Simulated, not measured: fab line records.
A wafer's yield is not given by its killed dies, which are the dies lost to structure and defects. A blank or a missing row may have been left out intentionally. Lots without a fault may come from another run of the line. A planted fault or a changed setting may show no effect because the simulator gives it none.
A lot that was struck, set against a sound lot -- flow n5_finfet -- 41 steps out of a route of 1938
Sound: the wafers L587.1, L587.3, L587.6. Wafers L582.3, L582.4 were the ones struck. The cause is named last.
At each step with rows: each side's tool, then ch and its chambers, then its first start. Under that, the readings that differ: sound wafers -- struck wafers -- difference of the means -- sigmas: that difference in standard deviations of wafers without a fault.
alike: a reading whose means differ by less than 2 such deviations, as well as words and numbers matching on both sides. not compared: withheld readings; readings where some wafer has no value; bounds like >300 that might hide an equal value; numbers whose values overlap and for which the record gives no deviation.
Wherever a step has rows on one side only, a row that says differs or no value, or a row with sigmas, the two part there. Numbers that have no deviation but don't overlap get no sigmas and don't part them. A reading that every wafer of one side lacks parts them only if that side has two wafers or more.

first, 11 steps without rows for these wafers: N5_BEOL_M0_SAQP_STRIP_113 (strips in CHF3/O2); N5_BEOL_M0_SAQP_MANDREL_ETCH_20 (etches a-Si in HBr/Cl2, stops on SiNx, target depth 60 nm, bt time 10 s, time 30 s); N5_BEOL_M0_SAQP_STRIP_86 (strips in N2/H2); N5_BEOL_M0_SAQP_STRIP_115 (strips in post etch residue remover, time 60 s); N5_BEOL_M0_SAQP_SRD_93 (time 30 s); N5_BEOL_M0_SAQP_RECESS_114 (chemistry HF/NH3, target SiO2, target depth 14.4 nm, afs cycles 3, sublimation time 60 s); N5_BEOL_M0_SAQP_SPACER1_ALD_98 (deposits SiO2, target thk 12.8 nm, pulse time 1 s, purge time 2 s); N5_BEOL_M0_SAQP_SPACER1_ETCHBACK_99 (etches SiO2 in CHF3/O2, target depth 15.4 nm, time 7.7 s); N5_BEOL_M0_SAQP_MANDREL1_REMOVE_100 (chemistry HBr/Cl2/O2, target a-Si, stops on SiNx, bt time 10 s); N5_BEOL_M0_SAQP_ETCH_101 (etches SiNx in CH3F/O2, target depth 29.9 nm, time 42.7 s); N5_BEOL_M0_SAQP_ETCH_102 (etches SiO2 in CF4, target depth 4 nm, time 4.4 s).
N5_BEOL_M0_SAQP_MANDREL_ETCH_103: etches a-Si in HBr/Cl2, stops on SiCN, target depth 45 nm, bt time 10 s, time 27 s.
  sound on rie_si-06 ch 1,2, day 11 08:11; struck on rie_si-02 ch 0,1, day 9 20:28
reading,sound,struck,difference,sigmas
model.SiCN_of_BEOL_M0_SAQP_PECVD_03.thk_nm (nm),9 9 9,6 6.2,-3,
  alike: bias_w, drypump_motor_current_A, oes_product_au, throttle_valve_pct
  not compared: rf_hours_counter_h
then, 5 steps without rows for these wafers: N5_BEOL_M0_SAQP_RECESS_104 (chemistry HF/NH3, target SiO2, target depth 18 nm, afs cycles 3, sublimation time 60 s); N5_BEOL_M0_SAQP_COAT_105 (time 60 s, resist thk 100 nm); N5_BEOL_M0_SAQP_ETCH_106 (etches SOC in N2/H2, stops on SiNx, target depth 150 nm); N5_BEOL_M0_SAQP_ETCH_107 (etches SiNx in CH3F/O2, target depth 30 nm); N5_BEOL_M0_SAQP_STRIP_108 (strips in N2/H2).
N5_BEOL_M0_SAQP_RECESS_109: chemistry HF/NH3, target SiO2, target depth 3 nm, afs cycles 1, sublimation time 60 s.
  sound on vapor_etch-01 ch 0,1, day 11 09:01; struck on vapor_etch-02 ch 0,1, day 9 21:11
reading,sound,struck,difference,sigmas
model.SiCN_of_BEOL_M0_SAQP_PECVD_03.thk_nm (nm),8.6 8.6 8.8,5.6 6,-2.9,
  alike: drypump_motor_current_A
then, 19 steps without rows for these wafers: N5_BEOL_M0_SAQP_SPACER2_ALD_26 (deposits SiO2, target thk 15 nm, pulse time 1 s, purge time 2 s); N5_BEOL_M0_SAQP_SPACER2_ETCHBACK_27 (etches SiO2 in CHF3/O2, target depth 22.5 nm, time 11.25 s); N5_BEOL_M0_SAQP_MANDREL2_REMOVE_110 (chemistry HBr/Cl2/O2, target a-Si, stops on SiCN, bt time 10 s); N5_BEOL_M0_SAQP_COAT_69 (time 60 s, resist thk 90 nm); N5_BEOL_M0_SAQP_COAT_72 (time 60 s, resist thk 15 nm); N5_BEOL_M0_SAQP_COAT_87 (time 60 s, resist thk 5 nm); N5_BEOL_M0_SAQP_COAT_34 (resist thk 30 nm); N5_BEOL_M0_SAQP_EBR_36; N5_BEOL_M0_SAQP_SOFTBAKE_35 (time 60 s); N5_BEOL_M0_SAQP_EXPOSE_37 (exposes mask M0 CUT1, target cd 30 nm); N5_BEOL_M0_SAQP_PEB_38 (peb time 60 s); N5_BEOL_M0_SAQP_DEVELOP_39 (develop time 30 s); N5_BEOL_M0_SAQP_DESCUM_45 (chemistry O2, time 7 s); N5_BEOL_M0_SAQP_ETCH_88 (etches underlayer in N2/H2, target depth 6.5 nm, time 5.2 s); N5_BEOL_M0_SAQP_ETCH_73 (etches SiARC in CF4, target depth 19.5 nm, time 32.5 s); N5_BEOL_M0_SAQP_CUT_ETCH_46 (etches SOC in N2/H2, target depth 135 nm, overetch 27 nm, time 202.5 s); N5_BEOL_M0_SAQP_STRIP_74 (strips in N2/H2); N5_BEOL_M0_SAQP_STRIP_89 (strips in N2/H2); N5_BEOL_M0_SAQP_ALD_48 (deposits SiO2, target thk 20 nm, pulse time 1 s, co reactant pulse time 1 s).
N5_BEOL_M0_ETCH_138: etches SiCN in CH3F/O2, target depth 12 nm, time 31.6 s.
  sound on rie_diel-03 ch 2,3, day 11 12:24; struck on rie_diel-01 ch 0,1, day 10 00:55
reading,sound,struck,difference,sigmas
model.etch.depth_nm (nm),8.679 8.685 8.708,9.231 9.231,+0.540,
  alike: CH3F_flow_sccm, bias_w, drypump_motor_current_A, etch_rf_on_time_s, oes_product_au, rf_vpp_V, showerhead_plenum_p_Torr, throttle_valve_pct
  not compared: rf_hours_counter_h
N5_BEOL_M0_ETCH_128: etches SiCN in CF4/N2, target depth 12 nm, overetch 5.1 nm, time 21.4 s.
  sound on rie_diel-04 ch 0,3, day 11 20:17; struck on rie_diel-01 ch 1,2, day 10 04:22
reading,sound,struck,difference,sigmas
rf_vpp_V (V),381.3 386.5 386.4,380.7 378.6,-5.1,-3
showerhead_plenum_p_Torr (Torr),2.20 2.34 2.34,2.15 2.11,-0.16,-2
model.etch.depth_nm (nm),8.679 8.685 8.708,12 12,+3,
  alike: bias_w, drypump_motor_current_A, oes_product_au, throttle_valve_pct
  not compared: rf_hours_counter_h
-- record jumps: 4 days separate the struck wafers' starts on either side; left off in module BEOL_M0, taken up again in module BEOL_M4, whose first shown step is the route's number 1111 --
N5_BEOL_M4_RC_MEAS_101:
  sound on prober-02 ch 0, day 15 11:35; struck on prober-01 ch 0, day 14 16:14
  alike: DIBL_N, DIBL_P, IOFF_N, IOFF_P, ION_N, ION_P, SS_N, SS_P, VT_N, VT_P
then, 1 step without rows for these wafers: N5_PASSIVATION_PROBE_49.

WHERE THEY PART
Only at N5_BEOL_M0_ETCH_128, as far as this record shows. Later steps at which nothing parts them and some readings are alike: N5_BEOL_M4_RC_MEAS_101.

WHY: what the simulator had put in
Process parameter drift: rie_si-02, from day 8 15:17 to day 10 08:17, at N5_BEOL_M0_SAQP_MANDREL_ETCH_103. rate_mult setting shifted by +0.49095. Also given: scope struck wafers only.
